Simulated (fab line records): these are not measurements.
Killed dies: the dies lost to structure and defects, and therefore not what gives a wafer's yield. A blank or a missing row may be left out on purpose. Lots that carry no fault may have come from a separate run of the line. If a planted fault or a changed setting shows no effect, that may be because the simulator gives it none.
What tool caused it? -- flow n5 finfet -- 12 lots, 36 wafers sampled, at 4 steps of a route of 1938

## WHAT THE GAUGES READ, wafer by wafer
No reading from a measuring or inspecting step in the record can be judged against a usual standard deviation.

## WHICH TOOL RAN EACH LOT (tool, then ch and the chambers of the sampled wafers, then the start)
lot,N5_BEOL_M5_ALD_86,N5_MIM_TOP_DEGAS_04,N5_MIM_BOT_LITHO_DESCUM_10,N5_PASSIVATION_PROBE_49
L597,"ald metal-02 ch 0,1,3, day 8 01:28","pvd sputter-03, day 11 21:41","rie diel-05 ch 0,2,3, day 11 23:07",-
L598,"ald metal-02 ch 0,2,3, day 8 19:15","pvd sputter-03, day 12 10:05","rie diel-06 ch 1,3, day 12 11:42",-
L601,"ald metal-04 ch 1,2,3, day 9 05:48","pvd sputter-01, day 12 15:47","rie diel-05 ch 0,2, day 12 17:10",-
L602,"ald metal-01 ch 2,3, day 9 06:01","pvd sputter-02, day 12 12:28","rie diel-05 ch 1,2, day 12 13:43",-
L603,"ald metal-04 ch 0,3, day 9 18:42","pvd sputter-03, day 13 05:46","rie diel-05 ch 2,3, day 13 07:24",-
L605,"ald metal-01 ch 0,3, day 10 08:32","pvd sputter-01, day 13 09:25","rie diel-05 ch 1,2, day 13 10:49",-
L606,"ald metal-01 ch 0,1,3, day 10 12:51","pvd sputter-03, day 14 01:20","rie diel-04 ch 1,2,3, day 14 02:36",-
L608,"ald metal-01 ch 0,3, day 11 04:12","pvd sputter-02, day 14 12:05","rie diel-05 ch 1,2, day 14 13:45",-
L607,"ald metal-04 ch 0,2,3, day 11 11:26","pvd sputter-02, day 15 08:28","rie diel-04 ch 2,3, day 15 09:52",-
L609,"ald metal-04 ch 0,1, day 11 11:57","pvd sputter-02, day 14 19:49","rie diel-06 ch 0,1, day 14 21:13",-
L617,"ald metal-04 ch 0,2,3, day 13 15:37","pvd sputter-02, day 17 02:29","rie diel-05 ch 0,2, day 17 03:53","prober-01, day 17 17:26"
L619,"ald metal-01 ch 0,1,3, day 14 00:44","pvd sputter-01, day 17 16:00","rie diel-05 ch 0,1, day 17 17:23",-
- N5_BEOL_M5_ALD_86: deposits TaN, pulse time 2 s, purge time 3 s, co reactant purge time 2 s.
- N5_MIM_TOP_DEGAS_04: time 60 s.
- N5_MIM_BOT_LITHO_DESCUM_10: chemistry O2, time 7.9 s.
- N5_PASSIVATION_PROBE_49

## AS READ BY THE TOOLS THEMSELVES (means over the sampled wafers that have a number; for cases with no such wafer, the mark the record gives instead)
N5_BEOL_M5_ALD_86. Usual: 414 W for heater power w, sd 47.
lot,tool,heater power w (W),flag
L597,ald metal-02,415,
L598,ald metal-02,464,
L601,ald metal-04,411,
L602,ald metal-01,395,
L603,ald metal-04,392,
L605,ald metal-01,373,
L606,ald metal-01,395,
L608,ald metal-01,371,
L607,ald metal-04,417,
L609,ald metal-04,406,
L617,ald metal-04,416,
L619,ald metal-01,396,

N5_MIM_TOP_DEGAS_04. Usual: 464 W for heater power w, sd 48.
lot,tool,heater power w (W),flag
L597,pvd sputter-03,493,
L598,pvd sputter-03,437,
L601,pvd sputter-01,538,
L602,pvd sputter-02,456,
L603,pvd sputter-03,474,
L605,pvd sputter-01,504,
L606,pvd sputter-03,435,
L608,pvd sputter-02,459,
L607,pvd sputter-02,441,
L609,pvd sputter-02,404,
L617,pvd sputter-02,436,
L619,pvd sputter-01,476,

N5_MIM_BOT_LITHO_DESCUM_10. Usual: drypump motor current A 5.8 A, standard deviation 0.4; oes product au 0.79 a.u., standard deviation 0.073; rf vpp V 243.5 V, standard deviation 1.4; showerhead plenum p Torr 2.13 Torr, standard deviation 0.063; throttle valve pct 20.26 %, standard deviation 0.26.
lot,tool,drypump motor current A (A),oes product au (a.u.),rf vpp V (V),showerhead plenum p Torr (Torr),throttle valve pct (%),flag
L597,rie diel-05,5.6,0.89,243.9,2.14,20.18,
L598,rie diel-06,6.5,0.87,245.2,2.21,20.16,
L601,rie diel-05,5.6,0.84,243.9,2.15,20.08,
L602,rie diel-05,5.8,0.80,243.7,2.14,20.00,
L603,rie diel-05,5.9,0.89,241.3,2.07,20.12,
L605,rie diel-05,5.7,0.75,244.0,2.15,20.14,
L606,rie diel-04,5.8,0.80,242.8,2.11,20.27,
L608,rie diel-05,5.7,0.74,243.4,2.15,20.16,
L607,rie diel-04,5.7,0.81,243.7,2.11,20.31,
L609,rie diel-06,6.3,0.77,243.9,2.16,20.41,
L617,rie diel-05,5.6,0.79,244.2,2.14,20.13,
L619,rie diel-05,5.4,0.71,244.2,2.17,20.38,

N5_PASSIVATION_PROBE_49. Usual: defect limited yield 91.3 %, standard deviation 1.4; killed_at_M0_to_M3 34, standard deviation 10; killed_at_M4_up 13, standard deviation 4.8; killed at contacts 12, standard deviation 6.1; killed at front end 40, standard deviation 11; killed at other 3.7, standard deviation 2.8; killed dies 103, standard deviation 16; killed open 67, standard deviation 12; killed short 34, standard deviation 7.4; sort_bin_5_function 5.1 %, standard deviation 0.95; sort_bin_6_memory 3.2 %, standard deviation 0.62; sort n pass 1077, standard deviation 16; sort yield pct 91.3 %, standard deviation 1.4.
lot,tool,defect limited yield (%),killed_at_M0_to_M3,killed_at_M4_up,killed at contacts,killed at front end,killed at other,killed dies,killed open,killed short,sort_bin_5_function (%),sort_bin_6_memory (%),sort n pass,sort yield pct (%),flag
L617,prober-01,88.1,42,56,6,33,3.3,140,55,36,6.8,3.7,1040,88.1,OFF

## THE ANSWER, worked out from the rows above alone
Rule: a lot counts as off when the mean over its wafers that have a number is more than 3 standard deviations away from the usual mean. A lot without any number at a reading at which 4 lots or more have one is off too. Where the step has rows for the other lots, those lots are counted as sound. First the gauges in route order, then the tools' own readings, where a lot's mean is used as printed above. At the first step where some lot is off, the reading lying furthest off is the one used; lots without a number count as furthest.
Off, at N5_PASSIVATION_PROBE_49 on killed_at_M4_up: L617. Neither off nor sound, because the step has no rows for them: L597, L598, L601, L602, L603, L605, L606, L608, L607, L609, L619.
A tool fits if, at that step or a process step before it, it ran every lot that is off, and no sound lot after the first of them. Can't be told from this: 4 tools fit, ald metal-04 at N5_BEOL_M5_ALD_86, pvd sputter-02 at N5_MIM_TOP_DEGAS_04, rie diel-05 at N5_MIM_BOT_LITHO_DESCUM_10, prober-01 at N5_PASSIVATION_PROBE_49.

## WHAT THE SIMULATOR HAD INSERTED
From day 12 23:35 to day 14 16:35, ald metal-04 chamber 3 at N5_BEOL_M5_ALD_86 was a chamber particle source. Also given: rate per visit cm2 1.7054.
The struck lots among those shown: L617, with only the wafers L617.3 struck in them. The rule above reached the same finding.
